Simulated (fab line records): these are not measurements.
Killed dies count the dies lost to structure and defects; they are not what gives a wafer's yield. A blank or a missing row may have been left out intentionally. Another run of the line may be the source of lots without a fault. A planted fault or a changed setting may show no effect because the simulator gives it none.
Split-lot trial | flow n5 finfet | 39 wafers read from 7 lots, route of 1938 steps

== THE SPLIT ==
At N5_DUMMY_GATE_ETCH_37 (etches SOC in N2/H2, target depth 60 nm, overetch 30 nm), the setting source w was moved away from the recipe's 840 W on 9 of the 39 wafers read, by -17.0% to +15.0%. The other wafers ran this setting at the recipe's value.

The reading comes from the split's own step.

== THE READING ==
rf vpp V, in V, at N5_DUMMY_GATE_ETCH_37 (etches SOC in N2/H2, target depth 60 nm, overetch 30 nm). Fault-free wafers of this fab line usually give 523.9 V, standard deviation 2.6 V.

wafer  | tool, chamber at the split | source w as run, W | against the recipe | rf vpp V, V | against lot-mates on the recipe
L078.1 | rie diel-03, 3             | 696.9              | -17.0%             | 556.5       | +31.2
L078.2 | rie diel-03, 0             | 840                | recipe             | 525.6       | -
L078.3 | rie diel-03, 1             | 840                | recipe             | 524.4       | -
L078.4 | rie diel-03, 2             | 840                | recipe             | 525.8       | -
L078.5 | rie diel-03, 0             | 696.9              | -17.0%             | 559.1       | +33.8
L078.6 | rie diel-03, 3             | 696.9              | -17.0%             | 556.6       | +31.3
L079.1 | rie diel-03, 3             | 897.9              | +6.9%              | 513.4       | -11.4
L079.2 | rie diel-03, 1             | 840                | recipe             | 524.3       | -
L079.3 | rie diel-03, 0             | 897.9              | +6.9%              | 513.9       | -10.9
L079.4 | rie diel-03, 2             | 840                | recipe             | 526.1       | -
L079.5 | rie diel-03, 3             | 840                | recipe             | 524.1       | -
L079.6 | rie diel-03, 2             | 897.9              | +6.9%              | 512.8       | -12.0
L081.1 | rie diel-05, 1             | 840                | recipe             | 522.0       | -
L081.2 | rie diel-05, 3             | 840                | recipe             | 520.7       | -
L081.3 | rie diel-05, 2             | 840                | recipe             | 523.2       | -
L081.4 | rie diel-05, 0             | 840                | recipe             | 528.5       | -
L081.5 | rie diel-05, 0             | 840                | recipe             | 528.0       | -
L081.6 | rie diel-05, 1             | 840                | recipe             | 521.6       | -
L084.1 | rie diel-05, 1             | 840                | recipe             | 521.2       | -
L084.2 | rie diel-05, 3             | 840                | recipe             | 520.2       | -
L084.3 | rie diel-05, 0             | 840                | recipe             | 527.0       | -
L084.4 | rie diel-05, 2             | 840                | recipe             | 521.5       | -
L084.5 | rie diel-05, 0             | 840                | recipe             | 526.1       | -
L084.6 | rie diel-05, 3             | 840                | recipe             | 519.7       | -
L085.2 | rie diel-03, 3             | 840                | recipe             | 523.2       | -
L085.5 | rie diel-03, 0             | 840                | recipe             | 524.5       | -
L085.6 | rie diel-03, 2             | 840                | recipe             | 525.9       | -
L087.1 | rie diel-05, 1             | 965.8              | +15.0%             | 498.0       | -23.3
L087.2 | rie diel-05, 3             | 840                | recipe             | 520.6       | -
L087.3 | rie diel-05, 0             | 965.8              | +15.0%             | 504.1       | -17.2
L087.4 | rie diel-05, 2             | 840                | recipe             | 522.3       | -
L087.5 | rie diel-05, 0             | 965.8              | +15.0%             | 503.8       | -17.5
L087.6 | rie diel-05, 1             | 840                | recipe             | 521.1       | -
L097.1 | rie diel-06, 2             | 840                | recipe             | 519.0       | -
L097.2 | rie diel-06, 1             | 840                | recipe             | 525.7       | -
L097.3 | rie diel-06, 0             | 840                | recipe             | 525.2       | -
L097.4 | rie diel-06, 3             | 840                | recipe             | 523.6       | -
L097.5 | rie diel-06, 0             | 840                | recipe             | 525.2       | -
L097.6 | rie diel-06, 3             | 840                | recipe             | 522.5       | -

THE FIT
A straight line over all 39 wafers: rf vpp V changes by -1.73 V for each +1% of source w; r = -0.97; the points scatter about the line by 2.9 V.
The same after taking each lot's own level away (the mean of its wafers on the recipe; 39 wafers): -1.64 V for each +1%; r = -0.97; scatter 2.8 V.
The reading moves by 28 V for the largest change in source w, on that fit.
The lots' own levels span 521.33 to 525.27 V, that is 1.5 times the standard deviation above.
Consequently the slope shifts little with the lot-to-lot level, the two slopes agreeing.
Check: for one of the wafers moved furthest among these (-17.0%), held out of the fit, the line's prediction against its lot-mates is +27.9 V. Against them it came out at +31.2 V.
Tool readings at the split's step, against how far the setting was moved: rf vpp V r = -0.97.

== THESE WAFERS: OTHER SPLITS ==
These wafers also went through other splits before the reading. Each is held against what the fit with the lots' levels taken away leaves over:
other split on the same wafers             | wafers away from the commonest value | r with rf vpp V (lot level and that fit taken away)
N5_WELL_APT_IMPLANT_14 energy kev          | 15                                   | +0.08
N5_FIN_SAQP_MANDREL_ETCH_22 target depth a | 15                                   | +0.07

== THE FILE'S OWN FIT ==
rf vpp V changes by -1.63 V for each +1% of source w, r = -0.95.
